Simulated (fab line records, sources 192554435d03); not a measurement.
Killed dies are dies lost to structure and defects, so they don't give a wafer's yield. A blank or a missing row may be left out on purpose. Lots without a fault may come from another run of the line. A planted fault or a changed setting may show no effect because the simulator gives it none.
A struck lot beside a sound one | flow n5_finfet | 16 steps out of a route of 1938
Sound: wafers L724.2, L724.3, L724.6. Struck: wafer L738.1. (L738.6 of the same lot was not struck and is left out.) The cause comes at the end.
At each step with rows: each side's tool, then ch and its chambers, then its first start. Under that, the readings that differ: sound wafers | struck wafers | difference of the means | sigmas: that difference in standard deviations of wafers without a fault.
alike: readings whose means differ by less than 2 such deviations, and words and numbers that are the same on both sides. not compared: withheld readings, readings that some wafer has no value for, bounds like >300 that may hide the same value, and numbers for which the record gives no deviation and whose values overlap.
The two part at a step that has a row with sigmas, a row that says differs or no value, or rows on one side only. Numbers that don't overlap but have no deviation are shown without sigmas and don't part them. A reading that every wafer of one side lacks parts them only if that side has two wafers or more.

first, 4 steps without rows for these wafers: N5_BEOL_M11_HM_STRIP_39 (strips TiN in peroxide tin strip, target depth 25 nm, time 158 s); N5_BEOL_M11_SRD_40 (time 30 s); N5_BEOL_M11_PRECLEAN_42 (cleans in residue remover, time 60 s); N5_BEOL_M11_SRD_43 (time 30 s).
N5_BEOL_M11_CD_MEAS_35: target cd 70 nm.
  sound on cd_sem-02, day 13 19:12; struck on cd_sem-01, day 16 06:33
  alike: cd_nm
then, 1 step without rows for these wafers: N5_BEOL_M11_CURE_72 (cures SiCOH lowk, time 120 s).
N5_BEOL_M11_DEGAS_44: time 60 s.
  sound on pvd_sputter-01, day 13 19:50; struck on pvd_sputter-01, day 16 07:05
  alike: heater_power_w
N5_BEOL_M11_PRE_CLEAN_45: time 30 s.
  sound on pvd_sputter-01, day 13 19:53; struck on pvd_sputter-01, day 16 07:08
  alike: heater_power_w
N5_BEOL_M11_ALD_74: deposits TaN, target thk 2 nm, pulse time 2 s, purge time 3 s.
  sound on ald_metal-03 ch 1,3, day 13 20:07; struck on ald_metal-04 ch 1, day 16 07:12
  alike: heater_power_w
  not compared: since_wet_clean_h
then, 2 steps without rows for these wafers: N5_BEOL_M11_SURFACE_TREAT_76; N5_BEOL_M11_CVD_75 (deposits Co from CCTBA/H2, target thk 2 nm, time 138.9 s).
N5_BEOL_M11_SPUTTER_48: material Cu, target thk 12 nm, time 2 s.
  sound on pvd_sputter-01, day 13 20:40; struck on pvd_sputter-01, day 16 07:46
  reading              | sound                | struck | difference | sigmas
  substrate_temp_c (C) | -20.01 -20.08 -20.07 | -19.80 | +0.25      | +3
  alike: chuck_gas_flow_sccm, throttle_valve_pct
N5_BEOL_M11_ECD_50: material Cu, target thk 318 nm.
  sound on ecd_cu-02 ch 0,1, day 13 20:47; struck on ecd_cu-01 ch 0, day 16 07:53
  reading                                 | sound           | struck | difference | sigmas
  model.Cu_of_BEOL_M11_ECD_50.thk_nm (nm) | 319 322.4 318.8 | 212    | -108       |
N5_BEOL_M11_ANNEAL_51: time 90 s.
  sound on rtp_anneal-02 ch 0, day 13 22:14; struck on rtp_anneal-02 ch 0, day 16 08:00
  alike: wafer_temp_C_max
N5_BEOL_M11_CMP_52: polishes, stops on SiCOH lowk, t overpolish 7 s, target thk 140 nm.
  sound on cmp-01 ch 0,1,3, day 13 22:35; struck on cmp-04 ch 1, day 16 08:21
  reading                | sound          | struck | difference | sigmas
  time_to_endpoint_s (s) | 68.3 70.9 66.5 | 45.9   | -22.7      | -9
  alike: clearing_platen_down_force_psi, motor_current_A
N5_BEOL_M11_THK_MEAS_53: measures by xrf.
  sound on film_metro-01, day 13 22:49; struck on film_metro-01, day 16 08:37
  alike: M11_THK

WHERE THEY PART
First at N5_BEOL_M11_SPUTTER_48; last, within this record, at N5_BEOL_M11_CMP_52. Later steps at which nothing parts them and some readings are alike: N5_BEOL_M11_THK_MEAS_53.

WHY: what the simulator had put in
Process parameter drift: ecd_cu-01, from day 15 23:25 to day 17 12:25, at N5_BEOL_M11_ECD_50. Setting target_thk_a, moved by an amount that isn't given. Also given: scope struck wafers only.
